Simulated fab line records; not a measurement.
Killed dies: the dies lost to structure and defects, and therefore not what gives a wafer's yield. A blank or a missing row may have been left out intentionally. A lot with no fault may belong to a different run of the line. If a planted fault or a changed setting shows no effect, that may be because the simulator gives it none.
Matching of chambers | flow nand_harc | NHARC_A_STAIRCASE_DESCUM_252 on rie_diel-06: 4 sister chambers
The step chemistry O2, time 3 s. 20 wafers are shown with their chamber, then 10 later ones without.

## WAFERS WITH THEIR CHAMBER
wafer  | chamber | drypump_motor_current_A (A) | showerhead_plenum_p_Torr (Torr) | rf_vpp_V (V)
L075.1 | 1       | 4.8                         | 1.86                            | 57.6
L075.4 | 3       | 5.4                         | 2.07                            | 59.0
L075.5 | 2       | 5.7                         | 2.07                            | 58.4
L076.1 | 1       | 4.9                         | 1.86                            | 57.8
L076.3 | 3       | 5.4                         | 2.07                            | 58.6
L076.4 | 0       | 5.4                         | 2.05                            | 59.3
L077.2 | 2       | 5.7                         | 2.06                            | 58.4
L077.4 | 3       | 5.4                         | 2.06                            | 56.3
L077.6 | 1       | 4.8                         | 1.86                            | 56.5
L082.1 | 2       | 5.7                         | 2.06                            | 60.3
L082.3 | 0       | 5.4                         | 2.04                            | 58.9
L082.4 | 2       | 5.7                         | 2.06                            | 59.6
L086.1 | 3       | 5.4                         | 2.05                            | 58.0
L086.4 | 1       | 4.8                         | 1.85                            | 58.0
L086.6 | 2       | 5.7                         | 2.05                            | 59.7
L090.3 | 2       | 5.7                         | 2.05                            | 59.2
L090.4 | 1       | 4.9                         | 1.85                            | 56.7
L090.5 | 2       | 5.7                         | 2.05                            | 59.3
L092.1 | 2       | 5.7                         | 2.05                            | 59.7
L092.2 | 1       | 4.8                         | 1.85                            | 58.2

SIGNATURES (means of the wafers above)
reading                  | chamber 0 | chamber 1 | chamber 2 | chamber 3 | scatter within a chamber
drypump_motor_current_A  | 5.400     | 4.833     | 5.700     | 5.400     | 0.0289
showerhead_plenum_p_Torr | 2.0450    | 1.8550    | 2.0562    | 2.0625    | 0.00734
rf_vpp_V                 | 59.100    | 57.467    | 59.325    | 57.975    | 0.784
Rule: for a wafer and a chamber, the distance is found by dividing, reading by reading, the gap between the wafer's reading and the chamber's mean by the reading's scatter, squaring, summing and taking the root. The wafer belongs to the nearest chamber; if the next one is less than 2 further off, it can't be placed. The scatter: the root of (the sum of the squares of (reading less its chamber's mean) over the shown wafers, divided by (wafers less chambers)).

## WAFERS MISSING THEIR CHAMBER
wafer  | drypump_motor_current_A (A) | showerhead_plenum_p_Torr (Torr) | rf_vpp_V (V)
L092.6 | 5.7                         | 2.05                            | 59.3
L091.1 | 5.4                         | 2.05                            | 58.5
L091.2 | 4.9                         | 1.85                            | 56.6
L091.6 | 5.5                         | 2.03                            | 60.6
L096.1 | 5.7                         | 2.04                            | 59.1
L096.2 | 5.4                         | 2.04                            | 57.4
L096.4 | 5.4                         | 2.02                            | 58.2
L097.1 | 4.8                         | 1.84                            | 57.0
L097.4 | 5.4                         | 2.02                            | 57.9
L097.6 | 5.7                         | 2.04                            | 58.5

## WHICH CHAMBER EACH WENT THROUGH
wafer  | from the rows above     | in truth
L092.6 | 2                       | 2
L091.1 | can't be placed: 0 or 3 | 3
L091.2 | 1                       | 1
L091.6 | 0                       | 0
L096.1 | 2                       | 2
L096.2 | can't be placed: 0 or 3 | 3
L096.4 | 0                       | 0
L097.1 | 1                       | 1
L097.4 | 0                       | 0
L097.6 | 2                       | 2
Correct placement for 8 of the 10. Not placeable from these rows: 2 (in 2, the candidates include the true chamber). Placed wrongly: 0.
